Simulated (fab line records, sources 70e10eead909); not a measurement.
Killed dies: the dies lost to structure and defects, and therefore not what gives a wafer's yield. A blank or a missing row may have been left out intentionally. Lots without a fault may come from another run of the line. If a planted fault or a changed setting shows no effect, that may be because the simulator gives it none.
Problem report, 8D (eight disciplines) form, completed by code || flow nand_harc || the parts of the form that need people (team, actions taken, sign-off) are left out

## 1. WHAT IS WRONG
Wafers without a fault read 27.870, standard deviation 0.027; exposure_dose_mJ_cm2 at NHARC_A_STAIRCASE_EXPOSE_181 reads a mean of 27.349 on 6 wafers belonging to 2 lots. Measured from the usual mean, that is -19 standard deviations.
The step: exposes mask STAIR 2.
The first sign was on wafer L275.1 at day 18 15:50, on krf_scanner-03. The record has a number at this step for 36 wafers belonging to 12 lots. Rule for "out" (also "out of limits"): further than 4 standard deviations from the usual mean. The other wafers with a number count as sound.

## 2. WHAT IT IS, AND WHAT IT ISN'T
{"question": "which readings at this step", "is": "exposure_dose_mJ_cm2", "is not": "-"}
{"question": "which lots", "is": "L275, L282", "is not": "L268, L271, L272, L273, L283, L285, L287, L288, L290, L291"}
{"question": "which wafers of those lots", "is": "all that have a number", "is not": "-"}
{"question": "read on which tools", "is": "krf_scanner-03", "is not": "krf_scanner-02, krf_scanner-04"}
{"question": "when", "is": "from day 18 15:50", "is not": "up to then (12 sound wafers); but 18 sound wafers of L283, L285, L287, L288, L290, L291 came after"}

## 3. SUSPECTS, AND WHAT RULES EACH OUT
Counting: a tool stays on the suspect list if, at a process step up to the reading, it processed all lots that are out and no sound lot following the first of them.
- rie_diel-07 at NHARC_A_STAIRCASE_ETCH_15 (etches the open film in C4F8/O2, target depth 100 nm, time 40.5 s): ruled out as a lasting fault. After its first lot that is out, L275 (day 18 15:50), sound lots L287, L288 ran on it. With no start given for some of its lots, NHARC_A_STAIRCASE_ETCH_15 uses the hours and lot order of NHARC_A_STAIRCASE_EXPOSE_181.
- rie_diel-07 at NHARC_A_STAIRCASE_TRIM_16 (chemistry O2, time 211.2 s): ruled out as a lasting fault. After its first lot that is out, L275 (day 18 15:50), sound lots L287, L288 ran on it. With no start given for some of its lots, NHARC_A_STAIRCASE_TRIM_16 uses the hours and lot order of NHARC_A_STAIRCASE_EXPOSE_181.
- krf_scanner-03 at NHARC_A_STAIRCASE_EXPOSE_181 (exposes mask STAIR 2): kept. It ran every lot that is out, first L275 (day 18 15:50), and no sound lot after that; its last sound lot up to then is L273 (day 18 02:17). On those wafers its own readings are out: exposure_dose_mJ_cm2.
The count leaves krf_scanner-03 at NHARC_A_STAIRCASE_EXPOSE_181.

## 4. THE CAUSE (what the simulator had put in)
Process parameter drift: krf_scanner-03, from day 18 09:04 on, at NHARC_A_STAIRCASE_EXPOSE_181. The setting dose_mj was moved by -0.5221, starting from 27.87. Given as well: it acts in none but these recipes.
Counting left only this tool.

## 5. THE EFFECT CHAIN, in route order
One row per reading whose mean, taken over the struck wafers that have a number, lies over 3 standard deviations from the usual. Only readings for which the record gives a usual standard deviation are gone through. hours: the time from each lot's start at the first step in this table that gives one to its start at this step, as a median over the lots. sigmas: the change in usual standard deviations.
{"hours": 0, "step": "NHARC_A_STAIRCASE_EXPOSE_181", "reading": "exposure_dose_mJ_cm2", "usual": 27.870, "on struck wafers": 27.349, "change": -0.521, "sigmas": -19}
The process steps in it:
- NHARC_A_STAIRCASE_EXPOSE_181: exposes mask STAIR 2.

## 6. HOW IT WOULD HAVE BEEN CAUGHT EARLIER
In this record the first reading out of limits was taken at day 18 15:50, 7 hours after the fault began at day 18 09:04.
